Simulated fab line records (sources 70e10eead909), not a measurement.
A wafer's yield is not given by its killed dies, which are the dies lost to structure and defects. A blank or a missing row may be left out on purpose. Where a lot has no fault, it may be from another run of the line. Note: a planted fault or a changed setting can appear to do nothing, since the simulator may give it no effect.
Chamber matching + flow nand_harc + NHARC_P_M2_DESCUM_14 on rie_diel-13 has 4 sister chambers
The step chemistry O2, time 3 s. 24 wafers are shown with their chamber, then 12 later ones without.

WAFERS, EACH WITH ITS CHAMBER
| wafer  | chamber | showerhead_plenum_p_Torr (Torr) | drypump_motor_current_A (A) | oes_product_au (a.u.) |
|--------|---------|---------------------------------|-----------------------------|-----------------------|
| L079.1 | 2       | 2.00                            | 5.5                         | 1.000                 |
| L079.2 | 0       | 1.86                            | 6.1                         | 1.011                 |
| L079.4 | 1       | 1.99                            | 5.4                         | 1.006                 |
| L079.3 | 3       | 1.98                            | 5.1                         | 0.988                 |
| L079.5 | 2       | 2.00                            | 5.5                         | 0.999                 |
| L079.6 | 1       | 1.99                            | 5.5                         | 1.010                 |
| L081.1 | 0       | 1.86                            | 6.2                         | 1.012                 |
| L081.2 | 2       | 2.00                            | 5.5                         | 0.997                 |
| L081.3 | 1       | 1.99                            | 5.5                         | 1.000                 |
| L081.4 | 3       | 1.97                            | 5.1                         | 0.997                 |
| L081.5 | 3       | 1.97                            | 5.1                         | 0.995                 |
| L081.6 | 2       | 2.00                            | 5.5                         | 0.993                 |
| L083.1 | 0       | 1.86                            | 6.2                         | 0.999                 |
| L083.4 | 1       | 1.99                            | 5.5                         | 0.997                 |
| L083.6 | 0       | 1.86                            | 6.2                         | 1.007                 |
| L085.2 | 1       | 1.99                            | 5.5                         | 1.005                 |
| L085.3 | 2       | 2.00                            | 5.5                         | 0.998                 |
| L085.4 | 3       | 1.97                            | 5.1                         | 0.992                 |
| L086.1 | 2       | 2.00                            | 5.5                         | 0.999                 |
| L086.4 | 1       | 1.99                            | 5.5                         | 1.008                 |
| L086.6 | 1       | 1.99                            | 5.4                         | 1.012                 |
| L088.2 | 1       | 1.99                            | 5.5                         | 1.005                 |
| L088.3 | 2       | 2.00                            | 5.5                         | 0.989                 |
| L088.5 | 1       | 1.99                            | 5.5                         | 0.993                 |

SIGNATURES (means of the wafers above)
| reading                  | chamber 0 | chamber 1 | chamber 2 | chamber 3 | scatter within a chamber |
|--------------------------|-----------|-----------|-----------|-----------|--------------------------|
| showerhead_plenum_p_Torr | 1.8600    | 1.9900    | 2.0000    | 1.9725    | 0.00194                  |
| drypump_motor_current_A  | 6.175     | 5.478     | 5.500     | 5.100     | 0.034                    |
| oes_product_au           | 1.00725   | 1.00400   | 0.99643   | 0.99300   | 0.00527                  |
Rule: a wafer lies at a distance from a chamber equal to the root of the sum of squares, over the readings, of (its reading less the chamber's mean, divided by the reading's scatter). If the next closest chamber is less than 2 further off than the closest, the wafer can't be placed; otherwise it belongs to the closest. How the scatter is found: for the shown wafers, subtract from each reading the mean of its chamber, square and add these, divide the total by (wafers less chambers), then take the root.

WAFERS WITH NO CHAMBER GIVEN
| wafer  | showerhead_plenum_p_Torr (Torr) | drypump_motor_current_A (A) | oes_product_au (a.u.) |
|--------|---------------------------------|-----------------------------|-----------------------|
| L088.1 | 1.86                            | 6.2                         | 1.001                 |
| L088.4 | 2.00                            | 5.5                         | 0.997                 |
| L088.6 | 1.86                            | 6.2                         | 1.000                 |
| L090.1 | 2.00                            | 5.5                         | 0.992                 |
| L090.3 | 1.86                            | 6.1                         | 1.000                 |
| L090.6 | 1.97                            | 5.1                         | 0.980                 |
| L092.1 | 2.00                            | 5.5                         | 0.991                 |
| L092.2 | 1.86                            | 6.2                         | 0.993                 |
| L092.5 | 1.86                            | 6.1                         | 0.999                 |
| L094.1 | 1.99                            | 5.5                         | 1.003                 |
| L094.4 | 1.86                            | 6.2                         | 1.011                 |
| L094.5 | 2.00                            | 5.5                         | 0.997                 |

WHICH CHAMBER EACH WENT THROUGH
| wafer  | from the rows above | in truth |
|--------|---------------------|----------|
| L088.1 | 0                   | 0        |
| L088.4 | 2                   | 2        |
| L088.6 | 0                   | 0        |
| L090.1 | 2                   | 2        |
| L090.3 | 0                   | 0        |
| L090.6 | 3                   | 3        |
| L092.1 | 2                   | 2        |
| L092.2 | 0                   | 0        |
| L092.5 | 0                   | 0        |
| L094.1 | 1                   | 1        |
| L094.4 | 0                   | 0        |
| L094.5 | 2                   | 2        |
Correctly placed: 12 of 12. Not placeable from these rows: 0. Wrongly placed: 0.
